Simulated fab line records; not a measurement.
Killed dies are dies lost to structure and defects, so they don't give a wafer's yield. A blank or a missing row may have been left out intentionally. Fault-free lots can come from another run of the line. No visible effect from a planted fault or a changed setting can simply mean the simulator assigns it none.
Matching of chambers :: flow n5-finfet :: rie-diel-03 running N5_BEOL_M0_SAQP_ETCH_88: 4 sister chambers
The step etches underlayer in N2/H2, target depth 6.5 nm, time 5.2 s. 22 wafers are shown with their chamber, then 11 later ones without.

WAFERS WITH THEIR CHAMBER
wafer: L075.4
chamber: 2
showerhead-plenum-p-Torr (Torr): 2.48
drypump-motor-current-A (A): 5.2
oes-product-au (a.u.): 0.75

wafer: L075.5
chamber: 3
showerhead-plenum-p-Torr (Torr): 2.41
drypump-motor-current-A (A): 6.5
oes-product-au (a.u.): 0.58

wafer: L075.6
chamber: 1
showerhead-plenum-p-Torr (Torr): 2.72
drypump-motor-current-A (A): 5.0
oes-product-au (a.u.): 0.79

wafer: L077.3
chamber: 0
showerhead-plenum-p-Torr (Torr): 2.64
drypump-motor-current-A (A): 5.9
oes-product-au (a.u.): 0.58

wafer: L077.5
chamber: 1
showerhead-plenum-p-Torr (Torr): 2.72
drypump-motor-current-A (A): 5.0
oes-product-au (a.u.): 0.78

wafer: L077.6
chamber: 0
showerhead-plenum-p-Torr (Torr): 2.64
drypump-motor-current-A (A): 6.0
oes-product-au (a.u.): 0.59

wafer: L083.1
chamber: 0
showerhead-plenum-p-Torr (Torr): 2.63
drypump-motor-current-A (A): 6.0
oes-product-au (a.u.): 0.59

wafer: L083.4
chamber: 2
showerhead-plenum-p-Torr (Torr): 2.48
drypump-motor-current-A (A): 5.3
oes-product-au (a.u.): 0.73

wafer: L083.5
chamber: 0
showerhead-plenum-p-Torr (Torr): 2.63
drypump-motor-current-A (A): 5.9
oes-product-au (a.u.): 0.58

wafer: L084.2
chamber: 3
showerhead-plenum-p-Torr (Torr): 2.40
drypump-motor-current-A (A): 6.5
oes-product-au (a.u.): 0.58

wafer: L084.3
chamber: 2
showerhead-plenum-p-Torr (Torr): 2.48
drypump-motor-current-A (A): 5.3
oes-product-au (a.u.): 0.72

wafer: L084.6
chamber: 3
showerhead-plenum-p-Torr (Torr): 2.40
drypump-motor-current-A (A): 6.5
oes-product-au (a.u.): 0.58

wafer: L086.2
chamber: 2
showerhead-plenum-p-Torr (Torr): 2.48
drypump-motor-current-A (A): 5.2
oes-product-au (a.u.): 0.72

wafer: L086.3
chamber: 3
showerhead-plenum-p-Torr (Torr): 2.40
drypump-motor-current-A (A): 6.5
oes-product-au (a.u.): 0.58

wafer: L086.6
chamber: 3
showerhead-plenum-p-Torr (Torr): 2.40
drypump-motor-current-A (A): 6.5
oes-product-au (a.u.): 0.58

wafer: L087.3
chamber: 1
showerhead-plenum-p-Torr (Torr): 2.71
drypump-motor-current-A (A): 5.1
oes-product-au (a.u.): 0.75

wafer: L087.5
chamber: 1
showerhead-plenum-p-Torr (Torr): 2.71
drypump-motor-current-A (A): 5.0
oes-product-au (a.u.): 0.75

wafer: L087.6
chamber: 3
showerhead-plenum-p-Torr (Torr): 2.40
drypump-motor-current-A (A): 6.5
oes-product-au (a.u.): 0.58

wafer: L088.1
chamber: 1
showerhead-plenum-p-Torr (Torr): 2.71
drypump-motor-current-A (A): 5.1
oes-product-au (a.u.): 0.73

wafer: L088.5
chamber: 1
showerhead-plenum-p-Torr (Torr): 2.71
drypump-motor-current-A (A): 5.1
oes-product-au (a.u.): 0.73

wafer: L088.6
chamber: 3
showerhead-plenum-p-Torr (Torr): 2.40
drypump-motor-current-A (A): 6.5
oes-product-au (a.u.): 0.58

wafer: L089.1
chamber: 2
showerhead-plenum-p-Torr (Torr): 2.47
drypump-motor-current-A (A): 5.3
oes-product-au (a.u.): 0.72

SIGNATURES, as means of the wafers listed above
reading: showerhead-plenum-p-Torr
chamber 0: 2.6350
chamber 1: 2.7133
chamber 2: 2.4780
chamber 3: 2.4014
scatter within a chamber: 0.00471

reading: drypump-motor-current-A
chamber 0: 5.950
chamber 1: 5.050
chamber 2: 5.260
chamber 3: 6.500
scatter within a chamber: 0.0453

reading: oes-product-au
chamber 0: 0.5850
chamber 1: 0.7550
chamber 2: 0.7280
chamber 3: 0.5800
scatter within a chamber: 0.0148
Rule: distance of a wafer from a chamber = root of the sum over the readings of ((wafer's reading minus chamber's mean) / reading's scatter) squared. The wafer belongs to the nearest chamber; if the next one is less than 2 further off, it can't be placed. The scatter: take each reading less its chamber's mean, square it, sum over the shown wafers, divide by the number of wafers less the number of chambers, and take the root.

WAFERS WITHOUT THEIR CHAMBER
wafer: L089.2
showerhead-plenum-p-Torr (Torr): 2.71
drypump-motor-current-A (A): 5.1
oes-product-au (a.u.): 0.74

wafer: L089.3
showerhead-plenum-p-Torr (Torr): 2.40
drypump-motor-current-A (A): 6.5
oes-product-au (a.u.): 0.58

wafer: L090.1
showerhead-plenum-p-Torr (Torr): 2.47
drypump-motor-current-A (A): 5.3
oes-product-au (a.u.): 0.71

wafer: L090.3
showerhead-plenum-p-Torr (Torr): 2.40
drypump-motor-current-A (A): 6.5
oes-product-au (a.u.): 0.57

wafer: L090.5
showerhead-plenum-p-Torr (Torr): 2.40
drypump-motor-current-A (A): 6.4
oes-product-au (a.u.): 0.57

wafer: L091.2
showerhead-plenum-p-Torr (Torr): 2.40
drypump-motor-current-A (A): 6.5
oes-product-au (a.u.): 0.57

wafer: L091.5
showerhead-plenum-p-Torr (Torr): 2.47
drypump-motor-current-A (A): 5.3
oes-product-au (a.u.): 0.71

wafer: L091.6
showerhead-plenum-p-Torr (Torr): 2.40
drypump-motor-current-A (A): 6.5
oes-product-au (a.u.): 0.58

wafer: L095.2
showerhead-plenum-p-Torr (Torr): 2.39
drypump-motor-current-A (A): 6.5
oes-product-au (a.u.): 0.58

wafer: L095.5
showerhead-plenum-p-Torr (Torr): 2.70
drypump-motor-current-A (A): 5.1
oes-product-au (a.u.): 0.71

wafer: L095.6
showerhead-plenum-p-Torr (Torr): 2.39
drypump-motor-current-A (A): 6.5
oes-product-au (a.u.): 0.57

WHICH CHAMBER EACH WENT THROUGH
wafer: L089.2
from the rows above: 1
in truth: 1

wafer: L089.3
from the rows above: 3
in truth: 3

wafer: L090.1
from the rows above: 2
in truth: 2

wafer: L090.3
from the rows above: 3
in truth: 3

wafer: L090.5
from the rows above: 3
in truth: 3

wafer: L091.2
from the rows above: 3
in truth: 3

wafer: L091.5
from the rows above: 2
in truth: 2

wafer: L091.6
from the rows above: 3
in truth: 3

wafer: L095.2
from the rows above: 3
in truth: 3

wafer: L095.5
from the rows above: 1
in truth: 1

wafer: L095.6
from the rows above: 3
in truth: 3
11 of 11 placed correctly. Left unplaced by these rows: 0. 0 placed wrongly.
